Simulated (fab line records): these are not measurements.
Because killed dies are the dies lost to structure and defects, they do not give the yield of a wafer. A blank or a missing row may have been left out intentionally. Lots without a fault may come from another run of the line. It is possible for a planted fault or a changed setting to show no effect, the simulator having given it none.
Which tool did it? + flow nand-harc + Sampling: 24 lots, 72 wafers, 6 of 1302 route steps

## WHAT THE GAUGES SHOWED, per wafer
No reading from a measuring or inspecting step in the record can be judged against a usual standard deviation.

## WHICH TOOL RAN EACH LOT (tool, then ch and the chambers of the sampled wafers, then the start)
| lot  | NHARC_A_STAIRCASE_HM_OPEN_457                 | NHARC_A_STAIRCASE_DESCUM_291       | NHARC_A_STAIRCASE_HM_OPEN_460                 | NHARC_A_STAIRCASE_DESCUM_312       | NHARC_A_STAIRCASE_DEP_151       | NHARC_A_STAIRCASE_CMP_450     |
|------|-----------------------------------------------|------------------------------------|-----------------------------------------------|------------------------------------|---------------------------------|-------------------------------|
| L075 | rie-diel-03 ch 0,1,2, day 16 19:15 or earlier | rie-diel-11 ch 0,2,3, day 16 19:15 | rie-diel-11 ch 1,2,3, day 17 00:49 or earlier | rie-diel-11 ch 0,2,3, day 17 00:49 | pecvd-02 ch 0,1, day 17 23:28   | cmp-01 ch 0,1,3, day 19 06:08 |
| L074 | rie-diel-11 ch 0,2, day 16 22:23 or earlier   | rie-diel-11 ch 1,3, day 16 22:23   | rie-diel-11 ch 0,1,3, day 17 04:36 or earlier | rie-diel-11 ch 1,3, day 17 04:36   | pecvd-04 ch 1,2, day 17 23:05   | cmp-02 ch 0,2,3, day 19 11:41 |
| L076 | rie-diel-13 ch 1,2,3, day 17 12:29 or earlier | rie-diel-11 ch 0,1, day 17 12:29   | rie-diel-11 ch 0,3, day 17 17:39 or earlier   | rie-diel-11 ch 0,1,2, day 17 17:39 | pecvd-01 ch 0,1, day 18 11:09   | cmp-03 ch 2,3, day 19 16:50   |
| L077 | rie-diel-13 ch 2,3, day 17 18:18 or earlier   | rie-diel-13 ch 0,2,3, day 17 18:18 | rie-diel-13 ch 1,2, day 17 23:26 or earlier   | rie-diel-11 ch 0,3, day 17 23:26   | pecvd-01 ch 0,1,2, day 18 15:05 | cmp-03 ch 1,2,3, day 19 17:57 |
| L079 | rie-diel-03 ch 0,1, day 18 11:05 or earlier   | rie-diel-11 ch 0,1,3, day 18 11:05 | rie-diel-11 ch 0,2, day 18 16:10 or earlier   | rie-diel-03 ch 0,1, day 18 16:10   | pecvd-01 ch 0,1,2, day 19 07:21 | cmp-01 ch 1,2,3, day 20 19:23 |
| L078 | rie-diel-13 ch 0,1,2, day 18 12:56 or earlier | rie-diel-03 ch 0,1, day 18 12:56   | rie-diel-03 ch 0,1, day 18 20:31 or earlier   | rie-diel-03 ch 0,1,3, day 18 20:31 | pecvd-01 ch 0,1, day 19 11:48   | cmp-02 ch 0,2,3, day 20 18:41 |
| L080 | rie-diel-13 ch 0,3, day 19 04:02 or earlier   | rie-diel-03 ch 1,3, day 19 04:02   | rie-diel-03 ch 0,1,3, day 19 10:05 or earlier | rie-diel-13 ch 0,1,3, day 19 10:05 | pecvd-02 ch 1,2, day 20 01:28   | cmp-01 ch 0,1, day 21 11:59   |
| L081 | rie-diel-11 ch 0,1,3, day 19 04:30 or earlier | rie-diel-03 ch 1,3, day 19 04:30   | rie-diel-03 ch 0,1,3, day 19 11:49 or earlier | rie-diel-13 ch 1,2,3, day 19 11:49 | pecvd-01 ch 0, day 20 01:17     | cmp-02 ch 0,1, day 21 10:44   |
| L082 | rie-diel-11 ch 0,1,3, day 20 13:02 or earlier | rie-diel-13 ch 0,2,3, day 20 13:02 | rie-diel-13 ch 0,1,3, day 20 22:18 or earlier | rie-diel-11 ch 1,3, day 20 22:18   | pecvd-04 ch 0,2, day 21 16:01   | cmp-02 ch 0,1,2, day 22 21:10 |
| L083 | rie-diel-13 ch 0,1, day 20 15:00 or earlier   | rie-diel-11 ch 1,2,3, day 20 15:00 | rie-diel-11 ch 1,2,3, day 21 00:41 or earlier | rie-diel-13 ch 0,1,2, day 21 00:41 | pecvd-02 ch 1,2, day 21 20:43   | cmp-01 ch 1,2,3, day 23 05:01 |
| L085 | rie-diel-11 ch 0,1, day 21 00:20 or earlier   | rie-diel-03 ch 0,3, day 21 00:20   | rie-diel-03 ch 0,1, day 21 05:45 or earlier   | rie-diel-11 ch 0,1, day 21 05:45   | pecvd-02 ch 0,1,2, day 21 21:11 | cmp-02 ch 1,2,3, day 23 07:38 |
| L084 | rie-diel-11 ch 0,1,2, day 21 00:30 or earlier | rie-diel-13 ch 1,2,3, day 21 00:30 | rie-diel-13 ch 0,1,2, day 21 06:02 or earlier | rie-diel-11 ch 0,1,3, day 21 06:02 | pecvd-04 ch 1,2, day 21 20:49   | cmp-03 ch 0,1,3, day 23 04:46 |
| L086 | rie-diel-13 ch 0,1,3, day 22 02:21 or earlier | rie-diel-11 ch 0,2, day 22 02:21   | rie-diel-11 ch 0,1,2, day 22 10:14 or earlier | rie-diel-03 ch 1,2,3, day 22 10:14 | pecvd-02 ch 0,1,2, day 23 01:23 | cmp-03 ch 2,3, day 24 12:42   |
| L087 | rie-diel-11 ch 0,1,2, day 22 13:54 or earlier | rie-diel-13 ch 1,2,3, day 22 13:54 | rie-diel-13 ch 1,2,3, day 22 20:29 or earlier | rie-diel-03 ch 1,2,3, day 22 20:29 | pecvd-02 ch 1,2, day 23 12:10   | cmp-01 ch 1,2,3, day 24 22:51 |
| L089 | rie-diel-13 ch 0,1,3, day 22 14:47 or earlier | rie-diel-03 ch 0,1,2, day 22 14:47 | rie-diel-03 ch 0,2,3, day 22 21:59 or earlier | rie-diel-03 ch 1,2,3, day 22 21:59 | pecvd-01 ch 0,1, day 23 12:16   | cmp-02 ch 0,1,3, day 24 23:02 |
| L088 | rie-diel-11 ch 0,1, day 22 18:42 or earlier   | rie-diel-03 ch 0,3, day 22 18:42   | rie-diel-03 ch 0,1,2, day 23 02:24 or earlier | rie-diel-11 ch 0,1,2, day 23 02:24 | pecvd-01 ch 0,1,2, day 23 18:44 | cmp-02 ch 0,2,3, day 25 08:28 |
| L090 | rie-diel-11 ch 2,3, day 23 03:19 or earlier   | rie-diel-13 ch 0,2,3, day 23 03:19 | rie-diel-13 ch 0,1,2, day 23 08:19 or earlier | rie-diel-03 ch 0,1,2, day 23 08:19 | pecvd-01 ch 0,1,2, day 23 23:40 | cmp-02 ch 0,2, day 25 08:10   |
| L091 | rie-diel-13 ch 0,1,2, day 24 03:27 or earlier | rie-diel-11 ch 2,3, day 24 03:27   | rie-diel-11 ch 0,3, day 24 08:35 or earlier   | rie-diel-03 ch 2,3, day 24 08:35   | pecvd-02 ch 0,1, day 24 23:41   | cmp-01 ch 0,1,2, day 26 07:42 |
| L092 | rie-diel-13 ch 0,1,2, day 24 12:13 or earlier | rie-diel-13 ch 0,1,2, day 24 12:13 | rie-diel-13 ch 0,1,3, day 24 17:24 or earlier | rie-diel-13 ch 0,2,3, day 24 17:24 | pecvd-02 ch 0,1,2, day 25 11:16 | cmp-02 ch 0,1,2, day 26 20:05 |
| L093 | rie-diel-11 ch 1,2,3, day 24 14:13 or earlier | rie-diel-13 ch 0,2, day 24 14:13   | rie-diel-13 ch 0,3, day 24 20:29 or earlier   | rie-diel-11 ch 1,2,3, day 24 20:29 | pecvd-04 ch 0,2, day 25 11:16   | cmp-03 ch 2,3, day 26 20:04   |
| L094 | rie-diel-11 ch 0,2,3, day 24 20:36 or earlier | rie-diel-11 ch 0,1,2, day 24 20:36 | rie-diel-11 ch 1,3, day 25 02:13 or earlier   | rie-diel-13 ch 2,3, day 25 02:13   | pecvd-04 ch 0,2, day 25 17:28   | cmp-01 ch 0,1,2, day 26 22:54 |
| L095 | rie-diel-13 ch 0,2,3, day 25 17:29 or earlier | rie-diel-13 ch 0,1, day 25 17:29   | rie-diel-13 ch 0,1,2, day 26 00:44 or earlier | rie-diel-03 ch 1,3, day 26 00:44   | pecvd-02 ch 1,2, day 26 15:52   | cmp-02 ch 0,2,3, day 27 23:43 |
| L096 | rie-diel-13 ch 0,1,3, day 26 03:25 or earlier | rie-diel-11 ch 0,2,3, day 26 03:25 | rie-diel-11 ch 1,2,3, day 26 08:29 or earlier | rie-diel-11 ch 0,1,3, day 26 08:29 | pecvd-04 ch 0,1,2, day 26 23:29 | cmp-02 ch 0,2,3, day 28 06:06 |
| L097 | rie-diel-13 ch 0,3, day 26 08:43 or earlier   | rie-diel-03 ch 0,2, day 26 08:43   | rie-diel-03 ch 0,2,3, day 26 14:14 or earlier | rie-diel-13 ch 2,3, day 26 14:14   | pecvd-01 ch 0,1,2, day 27 10:39 | cmp-01 ch 0,1,2, day 28 18:46 |
- NHARC_A_STAIRCASE_HM_OPEN_457: chemistry O2/COS.
- NHARC_A_STAIRCASE_DESCUM_291: chemistry O2, time 3 s.
- NHARC_A_STAIRCASE_HM_OPEN_460: chemistry O2/COS.
- NHARC_A_STAIRCASE_DESCUM_312: chemistry O2, time 3 s.
- NHARC_A_STAIRCASE_DEP_151: deposits SiO2, target thk 7200 nm.
- NHARC_A_STAIRCASE_CMP_450: polishes SiO2, target thk 200 nm.

## AS READ BY THE TOOLS THEMSELVES (means over the sampled wafers that have a number; for cases with no such wafer, the mark the record gives instead)
NHARC_A_STAIRCASE_HM_OPEN_457.
| lot  | tool        | drypump-motor-current-A (A) | oes-product-au (a.u.) | rf-vpp-V (V) | showerhead-plenum-p-Torr (Torr) | throttle-valve-pct (%) |
|------|-------------|-----------------------------|-----------------------|--------------|---------------------------------|------------------------|
| L075 | rie-diel-03 | 5.3                         | 1.006                 | 465          | 3.02                            | 28.331                 |
| L074 | rie-diel-11 | 5.8                         | 1.010                 | 469          | 3.23                            | 28.330                 |
| L076 | rie-diel-13 | 5.2                         | 1.000                 | 468          | 3.14                            | 28.328                 |
| L077 | rie-diel-13 | 5.3                         | 0.994                 | 470          | 3.24                            | 28.324                 |
| L079 | rie-diel-03 | 5.2                         | 1.012                 | 464          | 2.97                            | 28.325                 |
| L078 | rie-diel-13 | 5.6                         | 1.003                 | 465          | 3.03                            | 28.327                 |
| L080 | rie-diel-13 | 5.7                         | 1.015                 | 469          | 3.26                            | 28.329                 |
| L081 | rie-diel-11 | 6.2                         | 1.009                 | 470          | 3.25                            | 28.333                 |
| L082 | rie-diel-11 | 6.2                         | 0.995                 | 470          | 3.24                            | 28.327                 |
| L083 | rie-diel-13 | 5.9                         | 1.001                 | 465          | 3.04                            | 28.337                 |
| L085 | rie-diel-11 | 6.2                         | 1.008                 | 467          | 3.16                            | 28.325                 |
| L084 | rie-diel-11 | 5.9                         | 1.009                 | 467          | 3.13                            | 28.318                 |
| L086 | rie-diel-13 | 5.5                         | 1.004                 | 467          | 3.13                            | 28.330                 |
| L087 | rie-diel-11 | 5.9                         | 0.997                 | 468          | 3.13                            | 28.328                 |
| L089 | rie-diel-13 | 5.5                         | 1.009                 | 467          | 3.13                            | 28.327                 |
| L088 | rie-diel-11 | 6.2                         | 0.991                 | 467          | 3.15                            | 28.330                 |
| L090 | rie-diel-11 | 5.6                         | 1.002                 | 467          | 3.11                            | 28.329                 |
| L091 | rie-diel-13 | 5.6                         | 0.996                 | 465          | 3.01                            | 28.324                 |
| L092 | rie-diel-13 | 5.6                         | 1.002                 | 465          | 3.01                            | 28.320                 |
| L093 | rie-diel-11 | 5.9                         | 0.987                 | 467          | 3.13                            | 28.342                 |
| L094 | rie-diel-11 | 5.8                         | 0.999                 | 468          | 3.20                            | 28.332                 |
| L095 | rie-diel-13 | 5.8                         | 1.004                 | 467          | 3.11                            | 28.319                 |
| L096 | rie-diel-13 | 5.5                         | 0.999                 | 467          | 3.12                            | 28.337                 |
| L097 | rie-diel-13 | 5.6                         | 1.004                 | 469          | 3.22                            | 28.328                 |

NHARC_A_STAIRCASE_DESCUM_291.
| lot  | tool        | drypump-motor-current-A (A) | oes-product-au (a.u.) | rf-vpp-V (V) | showerhead-plenum-p-Torr (Torr) | throttle-valve-pct (%) |
|------|-------------|-----------------------------|-----------------------|--------------|---------------------------------|------------------------|
| L075 | rie-diel-11 | 5.8                         | 1.010                 | 58.3         | 1.99                            | 11.299                 |
| L074 | rie-diel-11 | 6.3                         | 0.999                 | 57.9         | 1.95                            | 11.314                 |
| L076 | rie-diel-11 | 6.1                         | 1.006                 | 58.2         | 1.99                            | 11.315                 |
| L077 | rie-diel-13 | 5.8                         | 1.009                 | 57.8         | 1.93                            | 11.310                 |
| L079 | rie-diel-11 | 6.2                         | 0.994                 | 58.4         | 2.00                            | 11.313                 |
| L078 | rie-diel-03 | 4.9                         | 1.001                 | 57.3         | 1.79                            | 11.312                 |
| L080 | rie-diel-03 | 5.5                         | 1.013                 | 57.0         | 1.89                            | 11.310                 |
| L081 | rie-diel-03 | 5.1                         | 1.008                 | 56.9         | 1.83                            | 11.305                 |
| L082 | rie-diel-13 | 5.8                         | 1.012                 | 58.1         | 1.92                            | 11.306                 |
| L083 | rie-diel-11 | 5.9                         | 0.998                 | 58.0         | 1.93                            | 11.322                 |
| L085 | rie-diel-03 | 5.5                         | 0.997                 | 57.8         | 1.87                            | 11.313                 |
| L084 | rie-diel-13 | 5.2                         | 0.987                 | 57.9         | 1.91                            | 11.298                 |
| L086 | rie-diel-11 | 5.8                         | 1.002                 | 57.3         | 1.97                            | 11.300                 |
| L087 | rie-diel-13 | 5.2                         | 0.997                 | 57.4         | 1.91                            | 11.307                 |
| L089 | rie-diel-03 | 5.3                         | 0.996                 | 57.5         | 1.84                            | 11.307                 |
| L088 | rie-diel-03 | 5.7                         | 0.999                 | 57.5         | 1.91                            | 11.319                 |
| L090 | rie-diel-13 | 5.8                         | 1.000                 | 58.0         | 1.91                            | 11.308                 |
| L091 | rie-diel-11 | 5.9                         | 0.991                 | 58.0         | 1.97                            | 11.309                 |
| L092 | rie-diel-13 | 5.6                         | 0.992                 | 57.0         | 1.84                            | 11.300                 |
| L093 | rie-diel-13 | 6.2                         | 0.991                 | 57.1         | 1.84                            | 11.316                 |
| L094 | rie-diel-11 | 5.9                         | 0.998                 | 58.4         | 1.91                            | 11.314                 |
| L095 | rie-diel-13 | 5.4                         | 1.000                 | 56.7         | 1.84                            | 11.311                 |
| L096 | rie-diel-11 | 5.8                         | 1.004                 | 58.0         | 1.96                            | 11.302                 |
| L097 | rie-diel-03 | 5.7                         | 0.983                 | 57.3         | 1.89                            | 11.309                 |

NHARC_A_STAIRCASE_HM_OPEN_460.
| lot  | tool        | drypump-motor-current-A (A) | oes-product-au (a.u.) | rf-vpp-V (V) | showerhead-plenum-p-Torr (Torr) | throttle-valve-pct (%) |
|------|-------------|-----------------------------|-----------------------|--------------|---------------------------------|------------------------|
| L075 | rie-diel-11 | 5.9                         | 1.003                 | 468          | 3.16                            | 28.324                 |
| L074 | rie-diel-11 | 6.2                         | 1.001                 | 471          | 3.26                            | 28.326                 |
| L076 | rie-diel-11 | 6.1                         | 1.003                 | 472          | 3.33                            | 28.340                 |
| L077 | rie-diel-13 | 5.1                         | 0.994                 | 465          | 3.03                            | 28.326                 |
| L079 | rie-diel-11 | 5.5                         | 1.013                 | 467          | 3.12                            | 28.328                 |
| L078 | rie-diel-03 | 4.9                         | 1.008                 | 463          | 2.94                            | 28.329                 |
| L080 | rie-diel-03 | 5.4                         | 1.012                 | 464          | 3.03                            | 28.328                 |
| L081 | rie-diel-03 | 5.4                         | 1.016                 | 465          | 3.03                            | 28.325                 |
| L082 | rie-diel-13 | 5.5                         | 1.002                 | 467          | 3.14                            | 28.330                 |
| L083 | rie-diel-11 | 5.9                         | 1.009                 | 467          | 3.14                            | 28.332                 |
| L085 | rie-diel-03 | 5.2                         | 1.001                 | 464          | 2.96                            | 28.317                 |
| L084 | rie-diel-13 | 5.7                         | 1.003                 | 465          | 3.02                            | 28.324                 |
| L086 | rie-diel-11 | 5.9                         | 1.006                 | 468          | 3.13                            | 28.330                 |
| L087 | rie-diel-13 | 5.2                         | 1.002                 | 468          | 3.12                            | 28.324                 |
| L089 | rie-diel-03 | 5.7                         | 0.996                 | 467          | 3.10                            | 28.329                 |
| L088 | rie-diel-03 | 5.3                         | 1.001                 | 464          | 3.00                            | 28.332                 |
| L090 | rie-diel-13 | 5.7                         | 1.000                 | 465          | 3.02                            | 28.335                 |
| L091 | rie-diel-11 | 6.2                         | 0.994                 | 471          | 3.31                            | 28.327                 |
| L092 | rie-diel-13 | 5.5                         | 0.989                 | 468          | 3.12                            | 28.326                 |
| L093 | rie-diel-13 | 5.7                         | 0.997                 | 469          | 3.23                            | 28.331                 |
| L094 | rie-diel-11 | 6.3                         | 0.984                 | 469          | 3.15                            | 28.330                 |
| L095 | rie-diel-13 | 5.6                         | 1.002                 | 466          | 3.01                            | 28.329                 |
| L096 | rie-diel-11 | 5.9                         | 0.998                 | 467          | 3.12                            | 28.340                 |
| L097 | rie-diel-03 | 5.7                         | 1.002                 | 466          | 3.09                            | 28.333                 |

NHARC_A_STAIRCASE_DESCUM_312.
| lot  | tool        | drypump-motor-current-A (A) | oes-product-au (a.u.) | rf-vpp-V (V) | showerhead-plenum-p-Torr (Torr) | throttle-valve-pct (%) |
|------|-------------|-----------------------------|-----------------------|--------------|---------------------------------|------------------------|
| L075 | rie-diel-11 | 5.8                         | 1.009                 | 58.9         | 1.99                            | 11.317                 |
| L074 | rie-diel-11 | 6.2                         | 0.996                 | 58.6         | 2.01                            | 11.293                 |
| L076 | rie-diel-11 | 5.9                         | 1.016                 | 58.1         | 1.93                            | 11.307                 |
| L077 | rie-diel-11 | 6.1                         | 0.995                 | 58.2         | 2.05                            | 11.311                 |
| L079 | rie-diel-03 | 4.9                         | 1.003                 | 57.0         | 1.79                            | 11.307                 |
| L078 | rie-diel-03 | 5.3                         | 1.012                 | 56.8         | 1.85                            | 11.300                 |
| L080 | rie-diel-13 | 5.5                         | 1.004                 | 57.6         | 1.93                            | 11.304                 |
| L081 | rie-diel-13 | 5.2                         | 0.999                 | 57.3         | 1.91                            | 11.307                 |
| L082 | rie-diel-11 | 6.2                         | 0.994                 | 58.0         | 2.00                            | 11.308                 |
| L083 | rie-diel-13 | 5.6                         | 1.000                 | 57.0         | 1.85                            | 11.312                 |
| L085 | rie-diel-11 | 6.1                         | 1.000                 | 58.6         | 1.98                            | 11.320                 |
| L084 | rie-diel-11 | 6.2                         | 0.994                 | 57.8         | 1.99                            | 11.313                 |
| L086 | rie-diel-03 | 5.5                         | 1.000                 | 57.2         | 1.88                            | 11.322                 |
| L087 | rie-diel-03 | 5.4                         | 0.995                 | 57.1         | 1.88                            | 11.308                 |
| L089 | rie-diel-03 | 5.4                         | 0.987                 | 58.1         | 1.88                            | 11.320                 |
| L088 | rie-diel-11 | 5.8                         | 1.000                 | 58.1         | 1.91                            | 11.312                 |
| L090 | rie-diel-03 | 5.3                         | 0.992                 | 57.0         | 1.84                            | 11.311                 |
| L091 | rie-diel-03 | 5.8                         | 1.007                 | 58.0         | 1.93                            | 11.308                 |
| L092 | rie-diel-13 | 5.8                         | 0.991                 | 58.3         | 1.91                            | 11.315                 |
| L093 | rie-diel-11 | 5.9                         | 0.993                 | 57.5         | 1.92                            | 11.311                 |
| L094 | rie-diel-13 | 5.4                         | 0.999                 | 57.2         | 1.97                            | 11.309                 |
| L095 | rie-diel-03 | 5.5                         | 0.993                 | 57.7         | 1.88                            | 11.312                 |
| L096 | rie-diel-11 | 6.2                         | 0.995                 | 58.2         | 1.98                            | 11.320                 |
| L097 | rie-diel-13 | 5.5                         | 1.001                 | 57.1         | 1.89                            | 11.316                 |

NHARC_A_STAIRCASE_DEP_151.
| lot  | tool     | heater-power-w (W) |
|------|----------|--------------------|
| L075 | pecvd-02 | 599                |
| L074 | pecvd-04 | 561                |
| L076 | pecvd-01 | 635                |
| L077 | pecvd-01 | 584                |
| L079 | pecvd-01 | 620                |
| L078 | pecvd-01 | 655                |
| L080 | pecvd-02 | 494                |
| L081 | pecvd-01 | 592                |
| L082 | pecvd-04 | 676                |
| L083 | pecvd-02 | 531                |
| L085 | pecvd-02 | 571                |
| L084 | pecvd-04 | 529                |
| L086 | pecvd-02 | 576                |
| L087 | pecvd-02 | 544                |
| L089 | pecvd-01 | 607                |
| L088 | pecvd-01 | 561                |
| L090 | pecvd-01 | 615                |
| L091 | pecvd-02 | 670                |
| L092 | pecvd-02 | 533                |
| L093 | pecvd-04 | 684                |
| L094 | pecvd-04 | 611                |
| L095 | pecvd-02 | 543                |
| L096 | pecvd-04 | 617                |
| L097 | pecvd-01 | 574                |

NHARC_A_STAIRCASE_CMP_450.
| lot  | tool   | motor-current-A (A) | slurry-flow-ml-min |
|------|--------|---------------------|--------------------|
| L075 | cmp-01 | 12.3                | 150.0              |
| L074 | cmp-02 | 12.3                | 150.0              |
| L076 | cmp-03 | 12.8                | 150.3              |
| L077 | cmp-03 | 11.6                | 149.8              |
| L079 | cmp-01 | 11.5                | 149.9              |
| L078 | cmp-02 | 12.2                | 149.9              |
| L080 | cmp-01 | 12.4                | 149.9              |
| L081 | cmp-02 | 12.5                | 149.9              |
| L082 | cmp-02 | 12.8                | 150.0              |
| L083 | cmp-01 | 11.7                | 149.5              |
| L085 | cmp-02 | 11.9                | 150.3              |
| L084 | cmp-03 | 12.4                | 150.4              |
| L086 | cmp-03 | 12.8                | 149.8              |
| L087 | cmp-01 | 11.7                | 150.3              |
| L089 | cmp-02 | 12.1                | 149.6              |
| L088 | cmp-02 | 12.0                | 149.6              |
| L090 | cmp-02 | 13.4                | 149.9              |
| L091 | cmp-01 | 12.6                | 150.1              |
| L092 | cmp-02 | 13.0                | 149.9              |
| L093 | cmp-03 | 12.4                | 149.7              |
| L094 | cmp-01 | 12.5                | 150.2              |
| L095 | cmp-02 | 12.1                | 150.1              |
| L096 | cmp-02 | 12.3                | 150.2              |
| L097 | cmp-01 | 12.8                | 149.8              |

## THE ANSWER, worked out from the rows above alone
Rule: the usual values come from the lots themselves. The widest of any qualifying gaps counts: lots, ordered by their means at a reading, are off when they make up no more than a third of the lots, leave a main group of 4 or more, and stand apart from it by 3 or more times the standard deviation of that group's means. If all means in a main group match to the digits the tables above print for the reading, that group is not used. Also off: a lot with no number at a reading for which 4 or more lots have one. The other lots that the step has rows for count as sound. Order of review: gauges by route order, followed by the tools' own readings, for which a lot's mean as printed above is used. At the first step where some lot is off, the reading lying furthest off is the one used; lots without a number count as furthest.
Across all readings shown, no lot is off: no conclusion can be drawn from this.

## WHAT THE SIMULATOR PUT IN
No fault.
